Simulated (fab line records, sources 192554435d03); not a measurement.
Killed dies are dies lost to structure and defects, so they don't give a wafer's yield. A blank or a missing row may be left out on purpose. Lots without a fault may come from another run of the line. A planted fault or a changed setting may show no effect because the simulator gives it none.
Split-lot experiment | flow n5_finfet | 7 lots, 21 wafers read, on a route of 1938 steps

THE SPLIT
At N5_BEOL_M14_ETCH_59 (etches BARC in N2/H2, target depth 89 nm, overetch 26.7 nm, time 67.9 s), the setting time_s was moved away from the recipe's 67.9 s on 4 of the 21 wafers read, by -21.9% to -14.8%. The other wafers ran this setting at the recipe's value.

The reading is taken at the split's own step.

THE READING
coat_of_BEOL_M14_COAT_04.thk_nm (the simulator's own value, which no gauge read), in nm, at N5_BEOL_M14_ETCH_59 (etches BARC in N2/H2, target depth 89 nm, overetch 26.7 nm, time 67.9 s). The file gives no usual value for it. The 17 wafers here that ran the recipe average 717.6 nm, standard deviation 3.1 nm.

wafer  | tool, chamber at the split | time_s as run, s | against the recipe | coat_of_BEOL_M14_COAT_04.thk_nm, nm | against lot-mates on the recipe
L081.2 | rie_diel-02, 3             | 67.9             | recipe             | 715.4                               | -
L081.4 | rie_diel-02, 1             | 53.06            | -21.9%             | 729.4                               | +12.5
L081.6 | rie_diel-02, 0             | 67.9             | recipe             | 718.4                               | -
L082.4 | rie_diel-02, 1             | 67.9             | recipe             | 715.4                               | -
L082.5 | rie_diel-02, 3             | 57.86            | -14.8%             | 724.6                               | +7.1
L082.6 | rie_diel-02, 0             | 67.9             | recipe             | 719.6                               | -
L085.2 | rie_diel-03, 3             | 67.9             | recipe             | 715.8                               | -
L085.3 | rie_diel-03, 2             | 67.9             | recipe             | 719.2                               | -
L085.4 | rie_diel-03, 1             | 67.9             | recipe             | 716.8                               | -
L086.1 | rie_diel-06, 3             | 67.9             | recipe             | 720.4                               | -
L086.3 | rie_diel-06, 0             | 67.9             | recipe             | 723.8                               | -
L086.5 | rie_diel-06, 1             | 67.9             | recipe             | 717.6                               | -
L089.4 | rie_diel-03, 1             | 67.9             | recipe             | 722.2                               | -
L089.5 | rie_diel-03, 1             | 67.9             | recipe             | 721.8                               | -
L089.6 | rie_diel-03, 0             | 67.9             | recipe             | 718.4                               | -
L090.2 | rie_diel-02, 3             | 53.87            | -20.7%             | 729.2                               | +16.6
L090.3 | rie_diel-02, 1             | 53.87            | -20.7%             | 728.2                               | +15.6
L090.4 | rie_diel-02, 0             | 67.9             | recipe             | 712.6                               | -
L097.4 | rie_diel-06, 1             | 67.9             | recipe             | 714                                 | -
L097.5 | rie_diel-06, 2             | 67.9             | recipe             | 714.2                               | -
L097.6 | rie_diel-06, 1             | 67.9             | recipe             | 714.2                               | -

THE FIT
A straight line over all 21 wafers: coat_of_BEOL_M14_COAT_04.thk_nm changes by -0.528 nm for each +1% of time_s; r = -0.82; the points scatter about the line by 3 nm.
The same after taking each lot's own level away (the mean of its wafers on the recipe; 21 wafers): -0.675 nm for each +1%; r = -0.94; scatter 1.9 nm.
On that fit, the largest move of time_s shifts the reading by 15 nm.
The lots' own levels span 712.60 to 720.80 nm, that is 2.6 times the standard deviation above.
So the lot-to-lot level changes the slope: the two fits differ.
Check: with one of the wafers moved furthest among these (-21.9%) left out of the fit, the line predicts +15.7 nm for it against its lot-mates. It came out at +12.5 nm against them.

OTHER SPLITS ON THESE WAFERS
These wafers also went through other splits before the reading. Each is held against what the fit with the lots' levels taken away leaves over:
other split on the same wafers | wafers away from the commonest value | r with coat_of_BEOL_M14_COAT_04.thk_nm (lot level and that fit taken away)
N5_BEOL_M10_COAT_60 spin_rpm   | 7                                    | -0.03
N5_BEOL_M13_ILD_DEP_00 time_s  | 10                                   | +0.07
N5_BEOL_M13_COAT_58 spin_rpm   | 4                                    | +0.27
N5_BEOL_M14_COAT_58 spin_rpm   | 4                                    | +0.14

THE FILE'S OWN FIT
coat_of_BEOL_M14_COAT_04.thk_nm changes by -0.633 nm for each +1% of time_s, r = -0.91.
